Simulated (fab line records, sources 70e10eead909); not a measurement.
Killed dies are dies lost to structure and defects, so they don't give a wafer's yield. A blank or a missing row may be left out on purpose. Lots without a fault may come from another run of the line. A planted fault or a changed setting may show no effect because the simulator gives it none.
Chamber matching | flow nand_harc | NHARC_A_M1_CMP_23 on cmp-04: 4 sister chambers
The step polishes, t overpolish 20 s, target thk 154.34 nm. 14 wafers are shown with their chamber, then 7 later ones without.

WAFERS WITH THEIR CHAMBER
wafer  | chamber | motor_current_A (A) | retaining_ring_pressure_frac | time_to_endpoint_s (s)
L076.2 | 3       | 12.8                | 1.004                        | 26.9
L076.3 | 2       | 10.3                | 1.000                        | 25.5
L076.6 | 1       | 12.2                | 1.001                        | 25.9
L074.2 | 1       | 12.2                | 0.992                        | 23.4
L074.4 | 0       | 12.4                | 1.003                        | 26.0
L074.6 | 1       | 12.0                | 1.000                        | 25.7
L085.2 | 0       | 12.3                | 1.002                        | 29.4
L085.3 | 2       | 10.8                | 1.002                        | 28.6
L085.4 | 3       | 12.3                | 1.000                        | 30.1
L090.2 | 1       | 11.8                | 0.999                        | 27.8
L090.5 | 1       | 11.6                | 1.002                        | 29.7
L090.6 | 0       | 12.0                | 1.002                        | 28.7
L093.2 | 0       | 11.8                | 1.000                        | 29.7
L093.3 | 3       | 12.1                | 1.008                        | 28.8

SIGNATURES (means of the wafers above)
reading                      | chamber 0 | chamber 1 | chamber 2 | chamber 3 | scatter within a chamber
motor_current_A              | 12.125    | 11.960    | 10.550    | 12.400    | 0.297
retaining_ring_pressure_frac | 1.00175   | 0.99880   | 1.00100   | 1.00400   | 0.00319
time_to_endpoint_s           | 28.450    | 26.500    | 27.050    | 28.600    | 2.03
Rule: a wafer's distance from a chamber is the root of the sum, over the readings, of the square of ((its reading less the chamber's mean) divided by the reading's scatter). The wafer belongs to the nearest chamber; if the next one is less than 2 further off, it can't be placed. The scatter: the root of (the sum of the squares of (reading less its chamber's mean) over the shown wafers, divided by (wafers less chambers)).

WAFERS WITHOUT THEIR CHAMBER
wafer  | motor_current_A (A) | retaining_ring_pressure_frac | time_to_endpoint_s (s)
L093.5 | 12.1                | 0.990                        | 28.2
L096.3 | 11.6                | 1.004                        | 29.3
L096.5 | 10.5                | 1.003                        | 27.3
L096.6 | 12.4                | 1.009                        | 26.9
L097.2 | 11.7                | 1.001                        | 28.1
L097.5 | 10.5                | 0.995                        | 26.7
L097.6 | 12.5                | 1.001                        | 29.5

WHICH CHAMBER EACH WENT THROUGH
wafer  | from the rows above               | in truth
L093.5 | can't be placed: 1 or 0 or 3      | 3
L096.3 | can't be placed: 0 or 1 or 3 or 2 | 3
L096.5 | 2                                 | 2
L096.6 | can't be placed: 3 or 0 or 1      | 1
L097.2 | can't be placed: 1 or 0 or 3      | 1
L097.5 | 2                                 | 2
L097.6 | can't be placed: 3 or 0 or 1      | 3
Placed correctly: 2 of 7. Can't be placed from these rows: 5 (the true chamber is among the candidates in 5). Placed wrongly: 0.
